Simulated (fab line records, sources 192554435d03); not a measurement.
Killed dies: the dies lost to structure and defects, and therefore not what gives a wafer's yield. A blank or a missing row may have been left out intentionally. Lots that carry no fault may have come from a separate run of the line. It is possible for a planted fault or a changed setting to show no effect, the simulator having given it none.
fab line records -- flow n5-finfet
[record] lots = 7, wafers = 21
route steps=1938 shown BEOL_M3@941 BEOL_M4@1021 BEOL_M5@1161 BEOL_M6@1212
start-h: start of the lot's first displayed wafer, in hours after the record's first day -- wait-h: hours from the lot's prior step to this one -- " identical to the entry in the row above -- L1.1+2: one row covering several wafers at once -- - no value, or no start given -- * or withheld: withheld -- < > ~ a bound
route shown NAME@n: NAME is a module with steps in the file, n the number in the route of the first one -- usual: average and standard deviation across the fault-free wafers -- same: alike in all rows -- chamber/n: place in a boat -- sites: each site's reading -- _std_site: standard deviation of those values -- _edge_site: mean of outer sites minus mean of inner sites -- radius-mm: how far each site lies from the wafer's centre -- mask NAME#n: copy n -- behind: the most recent tool/chamber to have shaped the wafer -- hold: reason for holding the lot/hours on hold/outcome of the hold -- device: which transistor (n, p or np) failed to switch -- end of line: the tests these same wafers got at the end of their route -- a step without rows: its recipe alone -- killed: count of dies lost to structure and defects at first sort (not the wafer's yield) -- map: a wafer's dies, x killed, . not, _ none there
set.NAME: the run value of the setting; set.NAME@STEP: its run value at that earlier step -- model.NAME: the simulator's own value behind a step, which no gauge read
lots whose settings were changed on purpose; a table a step, a row a wafer
[[steps]]
[step N5_BEOL_M3_EXPOSE_08]
[recipe] mask-id = M3, na = 0.33, source-shape = dipole, sigma-inner = 0.369, sigma-outer = 0.767, polarization = unpolarized, dose-mj = 33
lot.wafer,tool,chamber,start-h,wait-h,mask,set.dose-mj
L075.2+5+6,euv-scanner-01,0,160.87,-,M3#0,34.91
L076.2+5+6,euv-scanner-02,0,168.42,-,M3#0,33
L078.1+3,euv-scanner-01,0,169.19,-,M3#0,33
L078.6,euv-scanner-01,0,169.19,-,M3#0,31.05
L081.1+6,euv-scanner-01,0,182.77,-,M3#0,33.75
L081.4,euv-scanner-01,0,182.77,-,M3#0,33
L085.1+3,euv-scanner-02,0,241.47,-,M3#0,33
L085.6,euv-scanner-02,0,241.47,-,M3#0,31.7
L096.1+4,euv-scanner-02,0,294.02,-,M3#0,33.9
L096.3,euv-scanner-02,0,294.02,-,M3#0,33
L097.2+3+6,euv-scanner-01,0,302.82,-,M3#0,33
[step N5_BEOL_M3_PEB_09]
[recipe] peb-temp-c = 100, peb-time-s = 60, resist = CAR-EUV
[step N5_BEOL_M3_DEVELOP_10]
[recipe] develop-time-s = 30, developer = TMAH, resist = CAR-EUV, rinse-liquid = surfactant-rinse, dry = air-spin, dev-temp-c = 23
[step N5_BEOL_M3_CD_MEAS_11]
[recipe] target-cd-nm = 17.05, landing-energy-ev = 500, detector = se-inlens, polarity = opening
[usual] cd-nm = 16.97/0.22
lot.wafer,tool,chamber,start-h,wait-h,set.dose-mj@BEOL_M3_EXPOSE_08,cd-nm
L075.2,cd-sem-03,0,160.99,-,34.91,18.08
L075.5,cd-sem-03,0,160.99,-,34.91,17.57
L075.6,cd-sem-03,0,160.99,-,34.91,17.62
L076.2,cd-sem-02,0,168.54,-,33,17.11
L076.5,cd-sem-02,0,168.54,-,33,16.62
L076.6,cd-sem-02,0,168.54,-,33,16.68
L078.1,cd-sem-03,0,169.32,-,33,17.01
L078.3,cd-sem-03,0,169.32,-,33,16.73
L078.6,cd-sem-03,0,169.32,-,31.05,15.60
L081.1,cd-sem-03,0,182.90,-,33.75,17.34
L081.4,cd-sem-03,0,182.90,-,33,16.88
L081.6,cd-sem-03,0,182.90,-,33.75,16.98
L085.1,cd-sem-02,0,241.60,-,33,16.73
L085.3,cd-sem-02,0,241.60,-,33,16.94
L085.6,cd-sem-02,0,241.60,-,31.7,16.15
L096.1,cd-sem-01,0,294.15,-,33.9,17.41
L096.3,cd-sem-01,0,294.15,-,33,17.10
L096.4,cd-sem-01,0,294.15,-,33.9,17.39
L097.2,cd-sem-01,0,302.94,-,33,16.66
L097.3,cd-sem-01,0,302.94,-,33,16.78
L097.6,cd-sem-01,0,302.94,-,33,16.88
[step N5_BEOL_M3_DESCUM_16]
[recipe] chemistry = O2, time-s = 7, source-power-w = 50, bias-power-w = 20, pressure-mtorr = 20, rf-frequency-hz = 2.712e+07, temp-c = 40, resist = CAR-EUV, o2-flow-sccm = 225
[step N5_BEOL_M3_ETCH_74]
[recipe] chemistry = N2/H2, target = underlayer, target-depth-a = 65, mask-material = CAR-EUV, time-s = 5.2, ion-energy-ev = 200, pressure-mtorr = 30, source-w = 840, bias-w = 150, n2-flow-sccm = 200, h2-flow-sccm = 200, ends = cleared
lot.wafer,tool,chamber,start-h,wait-h,set.dose-mj@BEOL_M3_EXPOSE_08,model.BEOL_M3.cd-offset-nm
L075.2,rie-diel-06,3,161.16,0.0,34.91,0.8
L075.5,rie-diel-06,3,161.16,0.0,34.91,1
L075.6,rie-diel-06,2,161.16,0.0,34.91,0.6
L076.2+5,rie-diel-06,"0,2",168.70,0.0,33,-0.2
L076.6,rie-diel-06,1,168.70,0.0,33,-0.4
L078.1,rie-diel-02,0,169.50,0.0,33,-0.4
L078.3,rie-diel-02,1,169.50,0.0,33,0
L078.6,rie-diel-02,1,169.50,0.0,31.05,-1.6
L081.1,rie-diel-05,2,183.05,0.0,33.75,0.4
L081.4,rie-diel-05,0,183.05,0.0,33,-0.2
L081.6,rie-diel-05,2,183.05,0.0,33.75,0.2
L085.1,rie-diel-02,2,241.76,0.0,33,-0.2
L085.3,rie-diel-02,1,241.76,0.0,33,0.2
L085.6,rie-diel-02,2,241.76,0.0,31.7,-1
L096.1,rie-diel-06,0,294.31,0.0,33.9,0.4
L096.3,rie-diel-06,2,294.31,0.0,33,-0.2
L096.4,rie-diel-06,0,294.31,0.0,33.9,0
L097.2+3,rie-diel-06,"2,3",303.63,0.0,33,0
L097.6,rie-diel-06,3,303.63,0.0,33,-0.2
[step N5_BEOL_M3_ETCH_63]
[recipe] chemistry = CF4, target = SiARC, target-depth-a = 156, mask-material = CAR-EUV, time-s = 26, ion-energy-ev = 80, pressure-mtorr = 40, source-w = 545, bias-w = 36, Ar_flow_sccm = 100, cf4-flow-sccm = 100, ends = cleared
[step N5_BEOL_M3_ETCH_64]
[recipe] chemistry = N2/H2, target = SOC, target-depth-a = 750, overetch-a = 150, mask-material = SiARC, temp-c = 40, time-s = 112.5, ion-energy-ev = 200, pressure-mtorr = 30, source-w = 840, bias-w = 150, n2-flow-sccm = 200, h2-flow-sccm = 200
lot.wafer,tool,chamber,start-h,wait-h,set.dose-mj@BEOL_M3_EXPOSE_08,model.BEOL_M3.cd-offset-nm
L075.2,rie-diel-06,3,161.21,0.0,34.91,0.6
L075.5,rie-diel-06,3,161.21,0.0,34.91,0.8
L075.6,rie-diel-06,2,161.21,0.0,34.91,0.4
L076.2,rie-diel-06,0,168.74,0.0,33,-0.4
L076.5,rie-diel-06,2,168.74,0.0,33,0
L076.6,rie-diel-06,1,168.74,0.0,33,-0.2
L078.1,rie-diel-02,0,169.54,0.0,33,-0.2
L078.3,rie-diel-02,1,169.54,0.0,33,0
L078.6,rie-diel-02,1,169.54,0.0,31.05,-1.6
L081.1,rie-diel-05,2,183.10,0.0,33.75,0.2
L081.4,rie-diel-05,0,183.10,0.0,33,-0.4
L081.6,rie-diel-05,2,183.10,0.0,33.75,0
L085.1,rie-diel-02,2,241.80,0.0,33,-0.2
L085.3,rie-diel-02,1,241.80,0.0,33,0.4
L085.6,rie-diel-02,2,241.80,0.0,31.7,-1.2
L096.1,rie-diel-06,0,294.35,0.0,33.9,0.2
L096.3,rie-diel-06,2,294.35,0.0,33,-0.2
L096.4,rie-diel-06,0,294.35,0.0,33.9,-0.2
L097.2+3,rie-diel-06,"2,3",303.68,0.0,33,0
L097.6,rie-diel-06,3,303.68,0.0,33,-0.2
[step N5_BEOL_M4_ILD_DEP_00]
[recipe] material = SiOC, target-thk-a = 790, temp-c = 350, precursor = DEMS/O2, pressure-torr = 5, rf-w = 500, time-s = 15.3
lot.wafer,tool,chamber,start-h,wait-h,set.time-s,model.SiOC_of_BEOL_M4_ILD_DEP_00.thk-nm
L075.2,pecvd-04,2,174.32,0.0,15.3,77
L075.5,pecvd-04,0,174.32,0.0,15.3,80.8
L075.6,pecvd-04,2,174.32,0.0,14.51,75.6
L076.2,pecvd-02,1,179.09,0.0,15.3,77.8
L076.5,pecvd-02,1,179.09,0.0,15.3,78.6
L076.6,pecvd-02,0,179.09,0.0,15.3,78.8
L078.1,pecvd-04,0,179.58,0.0,16.74,86
L078.3,pecvd-04,2,179.58,0.0,15.3,77.8
L078.6,pecvd-04,0,179.58,0.0,15.3,79.6
L081.1,pecvd-01,1,193.18,0.0,15.3,77.8
L081.4,pecvd-01,0,193.18,0.0,14.58,76.8
L081.6,pecvd-01,2,193.18,0.0,14.58,75.2
L085.1,pecvd-02,0,261.07,0.0,15.3,77.8
L085.3,pecvd-02,2,261.07,0.0,15.89,81.4
L085.6,pecvd-02,1,261.07,0.0,15.3,79.6
L096.1+4,pecvd-02,"0,1",320.23,0.0,14.3,73.6
L096.3,pecvd-02,1,320.23,0.0,15.3,78.2
L097.2,pecvd-01,2,331.49,0.0,16.7,86.4
L097.3,pecvd-01,0,331.49,0.0,15.3,79
L097.6,pecvd-01,2,331.49,0.0,16.7,87.6
[step N5_BEOL_M4_THK_MEAS_01]
[recipe] reads = SiOC_of_BEOL_M4_ILD_DEP_00
[usual] M4_ILD_THK = 78.9/1
lot.wafer,tool,chamber,start-h,wait-h,set.time-s@BEOL_M4_ILD_DEP_00,M4_ILD_THK[nm]
L075.2,film-metro-02,-,174.39,0.1,15.3,76.9
L075.5,film-metro-02,-,174.39,0.1,15.3,80.9
L075.6,film-metro-02,-,174.39,0.1,14.51,75.5
L076.2,film-metro-02,-,179.16,0.1,15.3,77.8
L076.5,film-metro-02,-,179.16,0.1,15.3,78.5
L076.6,film-metro-02,-,179.16,0.1,15.3,78.9
L078.1,film-metro-01,-,179.65,0.0,16.74,86.0
L078.3,film-metro-01,-,179.65,0.0,15.3,77.8
L078.6,film-metro-01,-,179.65,0.0,15.3,79.6
L081.1,film-metro-01,-,193.24,0.0,15.3,77.9
L081.4,film-metro-01,-,193.24,0.0,14.58,76.9
L081.6,film-metro-01,-,193.24,0.0,14.58,75.1
L085.1,film-metro-02,-,261.14,0.0,15.3,77.8
L085.3,film-metro-02,-,261.14,0.0,15.89,81.5
L085.6,film-metro-02,-,261.14,0.0,15.3,79.7
L096.1,film-metro-01,-,320.30,0.0,14.3,73.4
L096.3,film-metro-01,-,320.30,0.0,15.3,78.3
L096.4,film-metro-01,-,320.30,0.0,14.3,73.6
L097.2,film-metro-02,-,331.56,0.1,16.7,86.4
L097.3,film-metro-02,-,331.56,0.1,15.3,79.0
L097.6,film-metro-02,-,331.56,0.1,16.7,87.6
[step N5_BEOL_M4_COAT_62]
[recipe] resist = SiARC, temp-c = 220, time-s = 60, spin-rpm = 1500, resist-thk-nm = 12
lot.wafer,tool,chamber,start-h,wait-h,set.spin-rpm,model.SiARC_of_BEOL_M4_COAT_62.thk-nm
L075.2+5,litho-track-02,0,-,-,1665,11.4
L075.6,litho-track-02,0,-,-,1500,12
L076.2+5+6,litho-track-05,0,-,-,1500,12
L078.1+6,litho-track-02,0,-,-,1500,12
L078.3,litho-track-02,0,-,-,1410,12.4
L081.1,litho-track-01,0,-,-,1555,11.8
L081.4+6,litho-track-01,0,-,-,1500,12
L085.1+3,litho-track-05,0,-,-,1594,11.6
L085.6,litho-track-05,0,-,-,1500,12
L096.1+3,litho-track-05,0,-,-,1358,12.6
L096.4,litho-track-05,0,-,-,1500,12
L097.2,litho-track-01,0,-,-,1637,11.6
L097.3+6,litho-track-01,0,-,-,1500,12
[step N5_BEOL_M4_COAT_73]
[recipe] resist = underlayer, temp-c = 205, time-s = 60, spin-rpm = 1500, resist-thk-nm = 5
[step N5_BEOL_M4_COAT_05]
[recipe] resist = CAR-EUV, spin-rpm = 1500, resist-thk-nm = 30
[step N5_BEOL_M4_DESCUM_16]
[recipe] chemistry = O2, time-s = 7, source-power-w = 50, bias-power-w = 20, pressure-mtorr = 20, rf-frequency-hz = 2.712e+07, temp-c = 40, resist = CAR-EUV, o2-flow-sccm = 225
[step N5_BEOL_M4_ETCH_74]
[recipe] chemistry = N2/H2, target = underlayer, target-depth-a = 65, mask-material = CAR-EUV, time-s = 5.2, ion-energy-ev = 200, pressure-mtorr = 30, source-w = 840, bias-w = 150, n2-flow-sccm = 200, h2-flow-sccm = 200, ends = cleared
[step N5_BEOL_M4_ETCH_63]
[recipe] chemistry = CF4, target = SiARC, target-depth-a = 156, mask-material = CAR-EUV, time-s = 26, ion-energy-ev = 80, pressure-mtorr = 40, source-w = 545, bias-w = 36, Ar_flow_sccm = 100, cf4-flow-sccm = 100, ends = cleared
lot.wafer,tool,chamber,start-h,wait-h,set.spin-rpm@BEOL_M4_COAT_62,model.etch.depth-nm,model.CAR-EUV_of_BEOL_M4_COAT_05.thk-nm
L075.2,rie-diel-04,1,175.92,0.0,1665,11.38,11.6
L075.5,rie-diel-04,1,175.92,0.0,1665,11.42,11.6
L075.6,rie-diel-04,2,175.92,0.0,1500,11.98,11
L076.2,rie-diel-03,1,181.05,0.0,1500,11.99,11.2
L076.5,rie-diel-03,0,181.05,0.0,1500,12.03,11.2
L076.6,rie-diel-03,1,181.05,0.0,1500,12.02,11.2
L078.1+6,rie-diel-04,"1,3",181.33,0.0,1500,12.02,11
L078.3,rie-diel-04,2,181.33,0.0,1410,12.37,10.8
L081.1,rie-diel-01,1,197.87,0.0,1555,11.74,11.6
L081.4,rie-diel-01,0,197.87,0.0,1500,11.97,11.2
L081.6,rie-diel-01,3,197.87,0.0,1500,11.99,11.2
L085.1,rie-diel-01,2,262.83,0.0,1594,11.68,11.6
L085.3,rie-diel-01,1,262.83,0.0,1594,11.67,11.4
L085.6,rie-diel-01,1,262.83,0.0,1500,12.04,11.2
L096.1,rie-diel-04,0,321.96,0.0,1358,12.62,10.6
L096.3,rie-diel-04,1,321.96,0.0,1358,12.56,10.8
L096.4,rie-diel-04,2,321.96,0.0,1500,11.98,11.2
L097.2,rie-diel-01,0,332.91,0.0,1637,11.53,11.6
L097.3,rie-diel-01,3,332.91,0.0,1500,12.01,11.2
L097.6,rie-diel-01,1,332.91,0.0,1500,12.05,11
[step N5_BEOL_M4_ETCH_70]
[recipe] chemistry = N2/H2, target = SOC, target-depth-a = 800, overetch-a = 240, mask-material = SiARC, temp-c = 40, time-s = 130, ion-energy-ev = 200, pressure-mtorr = 30, source-w = 840, bias-w = 150, n2-flow-sccm = 200, h2-flow-sccm = 200
[usual] rf-vpp-V = 524.4/2.9
lot.wafer,tool,chamber,start-h,wait-h,set.bias-w,rf-vpp-V,model.SiARC_of_BEOL_M4_COAT_68.thk-nm
L075.2,rie-diel-01,1,180.61,0.0,136.9,497.1,6.4
L075.5,rie-diel-01,3,180.61,0.0,150,524.3,5.8
L075.6,rie-diel-01,2,180.61,0.0,150,519.0,6
L078.1,rie-diel-01,0,187.62,0.0,150,523.9,5.8
L078.3,rie-diel-01,1,187.62,0.0,140.9,506.5,6.2
L078.6,rie-diel-01,2,187.62,0.0,140.9,499.2,6.6
L076.2,rie-diel-04,1,198.48,0.0,150,521.8,5.6
L076.5,rie-diel-04,1,198.48,0.0,150,521.0,5.6
L076.6,rie-diel-04,2,198.48,0.0,150,524.3,6
L081.1,rie-diel-01,3,233.13,0.0,127.2,473.9,7
L081.4,rie-diel-01,0,233.13,0.0,150,521.8,5.6
L081.6,rie-diel-01,0,233.13,0.0,127.2,470.0,6.8
L085.1,rie-diel-04,3,270.34,0.0,150,527.9,5.8
L085.3,rie-diel-04,2,270.34,0.0,150,523.4,6
L085.6,rie-diel-04,1,270.34,0.0,139.3,498.9,6
L096.1,rie-diel-01,3,328.78,0.0,150,522.7,5.8
L096.3,rie-diel-01,0,328.78,0.0,123.7,461.5,7.2
L096.4,rie-diel-01,2,328.78,0.0,123.7,467.2,7.2
L097.2,rie-diel-01,2,341.44,0.0,150,528.6,5.8
L097.3,rie-diel-01,1,341.44,0.0,150,525.2,5.8
L097.6,rie-diel-01,3,341.44,0.0,150,525.2,5.8
[step N5_BEOL_M5_ETCH_41]
[recipe] chemistry = CH3F/O2, target = SiCN, target-depth-a = 315, taper-deg = 2, time-s = 56.7, ion-energy-ev = 120, mask-material = TiN, pressure-mtorr = 30, source-w = 395, bias-w = 75, Ar_flow_sccm = 150, CH3F_flow_sccm = 30, O2_flow_sccm = 20
[usual] rf-vpp-V = 297.4/1.4
lot.wafer,tool,chamber,start-h,wait-h,set.source-w,rf-vpp-V,model.etch.depth-nm
L075.2,rie-diel-05,2,-,-,395,298.0,21.89
L075.5,rie-diel-05,0,-,-,353.1,308.7,20.87
L075.6,rie-diel-05,3,-,-,353.1,306.8,19.88
L078.1,rie-diel-06,1,-,-,395,298.1,21.55
L078.3,rie-diel-06,0,-,-,395,295.4,21.55
L078.6,rie-diel-06,3,-,-,373.7,305.6,20.49
L076.2,rie-diel-02,1,-,-,395,297.2,21.12
L076.5,rie-diel-02,2,-,-,395,297.7,21.65
L076.6,rie-diel-02,1,-,-,395,296.5,21
L081.1,rie-diel-05,1,-,-,353.5,310.4,20.72
L081.4,rie-diel-05,0,-,-,353.5,307.1,20.88
L081.6,rie-diel-05,0,-,-,353.5,306.7,20.82
L085.1,rie-diel-05,0,-,-,465.4,281.0,23.09
L085.3,rie-diel-05,1,-,-,395,297.2,21.76
L085.6,rie-diel-05,2,-,-,395,298.0,21.89
L096.1,rie-diel-05,3,-,-,452.1,282.4,22.27
L096.3,rie-diel-05,0,-,-,452.1,282.0,22.72
L096.4,rie-diel-05,0,-,-,395,296.7,21.35
L097.2,rie-diel-05,0,-,-,395,295.6,21.52
L097.3,rie-diel-05,3,-,-,395,295.9,21.4
L097.6,rie-diel-05,1,-,-,439.9,288.2,22.82
[step N5_BEOL_M6_ETCH_62]
[recipe] chemistry = N2/H2, target = SOC, target-depth-a = 1100, overetch-a = 220, mask-material = SiARC, temp-c = 40, time-s = 165, ion-energy-ev = 200, pressure-mtorr = 30, source-w = 840, bias-w = 150, n2-flow-sccm = 200, h2-flow-sccm = 200
[usual] rf-vpp-V = 524.4/2.9
lot.wafer,tool,chamber,start-h,wait-h,set.bias-w,rf-vpp-V,model.SiARC_of_BEOL_M6_COAT_60.thk-nm
L075.2,rie-diel-01,1,201.06,0.0,150,525.3,28.2
L075.5,rie-diel-01,1,201.06,0.0,172.4,572.8,26.8
L075.6,rie-diel-01,2,201.06,0.0,150,520.3,28.6
L076.2,rie-diel-03,2,218.80,0.0,150,522.2,28.4
L076.5,rie-diel-03,3,218.80,0.0,150,528.1,29
L076.6,rie-diel-03,0,218.80,0.0,150,521.2,28.4
L078.1,rie-diel-01,2,232.01,0.0,150,528.3,28.4
L078.3,rie-diel-01,3,232.01,0.0,150,525.1,28.2
L078.6,rie-diel-01,3,232.01,0.0,150,526.2,28.4
L081.1,rie-diel-01,1,254.99,0.0,141.7,506.8,28.8
L081.4,rie-diel-01,1,254.99,0.0,141.7,506.8,28.8
L081.6,rie-diel-01,3,254.99,0.0,150,524.4,28.2
L085.1,rie-diel-01,2,289.33,0.0,150,529.5,28.2
L085.3,rie-diel-01,0,289.33,0.0,162,547.9,27.4
L085.6,rie-diel-01,2,289.33,0.0,162,555.7,27.6
L096.1,rie-diel-01,3,350.69,0.0,126.8,471.9,29.8
L096.3,rie-diel-01,0,350.69,0.0,150,521.8,28.2
L096.4,rie-diel-01,2,350.69,0.0,126.8,474.1,29.8
L097.2,rie-diel-04,2,370.68,0.0,150,524.2,28.8
L097.3,rie-diel-04,1,370.68,0.0,150,522.9,28
L097.6,rie-diel-04,1,370.68,0.0,125.7,468.5,29.6
[step N5_BEOL_M6_COAT_71]
[recipe] resist = underlayer, temp-c = 205, time-s = 60, spin-rpm = 1500, resist-thk-nm = 5
lot.wafer,tool,chamber,start-h,wait-h,set.spin-rpm
L075.2+5,litho-track-02,0,-,-,1500
L075.6,litho-track-02,0,-,-,1564
L076.2+5+6,litho-track-02,0,-,-,1500
L078.1,litho-track-04,0,-,-,1613
L078.3+6,litho-track-04,0,-,-,1500
L081.1+4+6,litho-track-04,0,-,-,1500
L085.1+3+6,litho-track-04,0,-,-,1500
L096.1+4,litho-track-02,0,-,-,1554
L096.3,litho-track-02,0,-,-,1500
L097.2+6,litho-track-04,0,-,-,1608
L097.3,litho-track-04,0,-,-,1500
[step N5_BEOL_M6_COAT_22]
[recipe] resist = CAR-EUV, spin-rpm = 1500, resist-thk-nm = 30
[step N5_BEOL_M6_EBR_24]
[recipe] solvent = PGMEA, ebr-width-mm = 1.5
[step N5_BEOL_M6_DESCUM_33]
[recipe] chemistry = O2, time-s = 7, source-power-w = 50, bias-power-w = 20, pressure-mtorr = 20, rf-frequency-hz = 2.712e+07, temp-c = 40, resist = CAR-EUV, o2-flow-sccm = 225
[step N5_BEOL_M6_ETCH_72]
[recipe] chemistry = N2/H2, target = underlayer, target-depth-a = 65, mask-material = CAR-EUV, time-s = 5.2, ion-energy-ev = 200, pressure-mtorr = 30, source-w = 840, bias-w = 150, n2-flow-sccm = 200, h2-flow-sccm = 200, ends = cleared
lot.wafer,tool,chamber,start-h,wait-h,set.spin-rpm@BEOL_M6_COAT_71,model.etch.depth-nm
L075.2,rie-diel-01,0,203.08,0.0,1500,5.018
L075.5,rie-diel-01,2,203.08,0.0,1500,5.015
L075.6,rie-diel-01,1,203.08,0.0,1564,4.891
L076.2,rie-diel-01,1,221.17,0.0,1500,5.003
L076.5,rie-diel-01,0,221.17,0.0,1500,4.996
L076.6,rie-diel-01,3,221.17,0.0,1500,4.995
L078.1,rie-diel-03,2,232.86,0.0,1613,4.849
L078.3,rie-diel-03,3,232.86,0.0,1500,5.007
L078.6,rie-diel-03,3,232.86,0.0,1500,5.019
L081.1,rie-diel-03,2,255.99,0.0,1500,4.979
L081.4,rie-diel-03,3,255.99,0.0,1500,4.971
L081.6,rie-diel-03,0,255.99,0.0,1500,4.968
L085.1,rie-diel-04,0,294.66,0.0,1500,4.964
L085.3,rie-diel-04,2,294.66,0.0,1500,4.983
L085.6,rie-diel-04,3,294.66,0.0,1500,4.967
L096.1,rie-diel-04,3,356.53,0.0,1554,4.932
L096.3,rie-diel-04,2,356.53,0.0,1500,5.015
L096.4,rie-diel-04,1,356.53,0.0,1554,4.915
L097.2,rie-diel-01,2,371.53,0.0,1608,4.818
L097.3,rie-diel-01,1,371.53,0.0,1500,4.986
L097.6,rie-diel-01,0,371.53,0.0,1608,4.812
[step N5_BEOL_M6_TRENCH_ETCH_37]
[recipe] chemistry = C4F6/O2, target-depth-a = 944.35, target = SiCOH_lowk, time-s = 31.5, ion-energy-ev = 250, pressure-mtorr = 30, source-w = 345, bias-w = 185, Ar_flow_sccm = 300, C4F6_flow_sccm = 10, O2_flow_sccm = 10
lot.wafer,tool,chamber,start-h,wait-h,set.time-s,model.etch.depth-nm,model.BEOL_M6.feature-depth-nm
L075.2,rie-diel-01,0,-,-,34.6,106.4,106.4
L075.5,rie-diel-01,2,-,-,31.5,94.11,94.2
L075.6,rie-diel-01,1,-,-,31.5,97.19,97.2
L076.2,rie-diel-01,1,-,-,31.5,96.92,97
L076.5,rie-diel-01,0,-,-,31.5,97.12,97.2
L076.6,rie-diel-01,3,-,-,31.5,96.13,96.2
L078.1,rie-diel-03,2,-,-,25.66,77.98,78
L078.3,rie-diel-03,3,-,-,25.66,74.48,74.4
L078.6,rie-diel-03,3,-,-,31.5,91.45,91.4
L081.1,rie-diel-03,2,-,-,31.5,94.96,95
L081.4,rie-diel-03,3,-,-,31.5,92.35,92.4
L081.6,rie-diel-03,0,-,-,25.39,74,74
L085.1,rie-diel-04,0,-,-,25.68,77.53,77.6
L085.3,rie-diel-04,2,-,-,31.5,93.21,93.2
L085.6,rie-diel-04,3,-,-,25.68,76.99,77
L096.1,rie-diel-04,3,-,-,31.5,95.52,95.6
L096.3,rie-diel-04,2,-,-,38.2,112.5,112.6
L096.4,rie-diel-04,1,-,-,38.2,118.1,118
L097.2,rie-diel-01,2,-,-,25.71,78.58,78.6
L097.3,rie-diel-01,1,-,-,31.5,96.17,96.2
L097.6,rie-diel-01,0,-,-,31.5,95.71,95.8
[step N5_BEOL_M6_ETCH_41]
[recipe] chemistry = CH3F/O2, target = SiCN, target-depth-a = 297, taper-deg = 2, time-s = 52, ion-energy-ev = 120, mask-material = TiN, pressure-mtorr = 30, source-w = 395, bias-w = 75, Ar_flow_sccm = 150, CH3F_flow_sccm = 30, O2_flow_sccm = 20
[step N5_BEOL_M6_STRIP_80]
[recipe] chemistry = N2/H2, time-s = 10, power-w = 450, temp-c = 40, pressure-mtorr = 20, rf-frequency-hz = 6e+07, bias-power-w = 7, n2-flow-sccm = 200, h2-flow-sccm = 200
[step N5_BEOL_M6_OCD_MEAS_38]
[usual] trench-depth-nm = 95.2/1.8
lot.wafer,tool,chamber,start-h,wait-h,set.time-s@BEOL_M6_TRENCH_ETCH_37,trench-depth-nm
L075.2,ocd-02,-,203.47,-,34.6,106.5
L075.5,ocd-02,-,203.47,-,31.5,94.0
L075.6,ocd-02,-,203.47,-,31.5,96.8
L076.2,ocd-01,-,221.57,-,31.5,96.7
L076.5,ocd-01,-,221.57,-,31.5,97.2
L076.6,ocd-01,-,221.57,-,31.5,96.1
L078.1,ocd-01,-,233.25,-,25.66,78.8
L078.3,ocd-01,-,233.25,-,25.66,74.6
L078.6,ocd-01,-,233.25,-,31.5,91.1
L081.1,ocd-02,-,256.38,-,31.5,94.8
L081.4,ocd-02,-,256.38,-,31.5,91.8
L081.6,ocd-02,-,256.38,-,25.39,74.1
L085.1,ocd-02,-,295.06,-,25.68,77.4
L085.3,ocd-02,-,295.06,-,31.5,93.3
L085.6,ocd-02,-,295.06,-,25.68,76.8
L096.1,ocd-02,-,356.93,-,31.5,95.6
L096.3,ocd-02,-,356.93,-,38.2,112.3
L096.4,ocd-02,-,356.93,-,38.2,119.0
L097.2,ocd-02,-,371.92,-,25.71,78.8
L097.3,ocd-02,-,371.92,-,31.5,96.4
L097.6,ocd-02,-,371.92,-,31.5,95.8
[[key]]
[split] step = N5_BEOL_M3_EXPOSE_08, setting = dose-mj, stated = 33, by = wafer
[response] step = N5_BEOL_M3_CD_MEAS_11, reading = cd-nm, change = +0.185, per = 1%, r = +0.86
[response] step = N5_BEOL_M3_ETCH_74, reading = model.BEOL_M3.cd-offset-nm, change = +0.229, per = 1%, r = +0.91
[response] step = N5_BEOL_M3_ETCH_64, reading = model.BEOL_M3.cd-offset-nm, change = +0.249, per = 1%, r = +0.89
[split] step = N5_BEOL_M4_ILD_DEP_00, setting = time-s, stated = 15.3, by = wafer
[response] step = N5_BEOL_M4_ILD_DEP_00, reading = model.SiOC_of_BEOL_M4_ILD_DEP_00.thk-nm, change = +0.746, per = 1%, r = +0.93
[response] step = N5_BEOL_M4_THK_MEAS_01, reading = M4_ILD_THK, change = +0.756, per = 1%, r = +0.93
[split] step = N5_BEOL_M4_COAT_62, setting = spin-rpm, stated = 1500, by = wafer
[response] step = N5_BEOL_M4_COAT_62, reading = model.SiARC_of_BEOL_M4_COAT_62.thk-nm, change = -0.0564, per = 1%, r = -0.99
[response] step = N5_BEOL_M4_ETCH_63, reading = model.etch.depth-nm, change = -0.0578, per = 1%, r = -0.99
[response] step = N5_BEOL_M4_ETCH_63, reading = model.CAR-EUV_of_BEOL_M4_COAT_05.thk-nm, change = +0.0534, per = 1%, r = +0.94
[split] step = N5_BEOL_M4_ETCH_70, setting = bias-w, stated = 150, by = wafer
[response] step = N5_BEOL_M4_ETCH_70, reading = rf-vpp-V, change = +3.29, per = 1%, r = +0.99
[response] step = N5_BEOL_M4_ETCH_70, reading = model.SiARC_of_BEOL_M4_COAT_68.thk-nm, change = -0.0755, per = 1%, r = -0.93
[split] step = N5_BEOL_M5_ETCH_41, setting = source-w, stated = 395, by = wafer
[response] step = N5_BEOL_M5_ETCH_41, reading = rf-vpp-V, change = -0.932, per = 1%, r = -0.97
[response] step = N5_BEOL_M5_ETCH_41, reading = model.etch.depth-nm, change = +0.0959, per = 1%, r = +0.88
[split] step = N5_BEOL_M6_ETCH_62, setting = bias-w, stated = 150, by = wafer
[response] step = N5_BEOL_M6_ETCH_62, reading = rf-vpp-V, change = +3.26, per = 1%, r = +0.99
[response] step = N5_BEOL_M6_ETCH_62, reading = model.SiARC_of_BEOL_M6_COAT_60.thk-nm, change = -0.094, per = 1%, r = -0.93
[split] step = N5_BEOL_M6_COAT_71, setting = spin-rpm, stated = 1500, by = wafer
[response] step = N5_BEOL_M6_ETCH_72, reading = model.etch.depth-nm, change = -0.0239, per = 1%, r = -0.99
[split] step = N5_BEOL_M6_TRENCH_ETCH_37, setting = time-s, stated = 31.5, by = wafer
[response] step = N5_BEOL_M6_TRENCH_ETCH_37, reading = model.etch.depth-nm, change = +0.926, per = 1%, r = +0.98
[response] step = N5_BEOL_M6_TRENCH_ETCH_37, reading = model.BEOL_M6.feature-depth-nm, change = +0.925, per = 1%, r = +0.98
[response] step = N5_BEOL_M6_OCD_MEAS_38, reading = trench-depth-nm, change = +0.921, per = 1%, r = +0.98
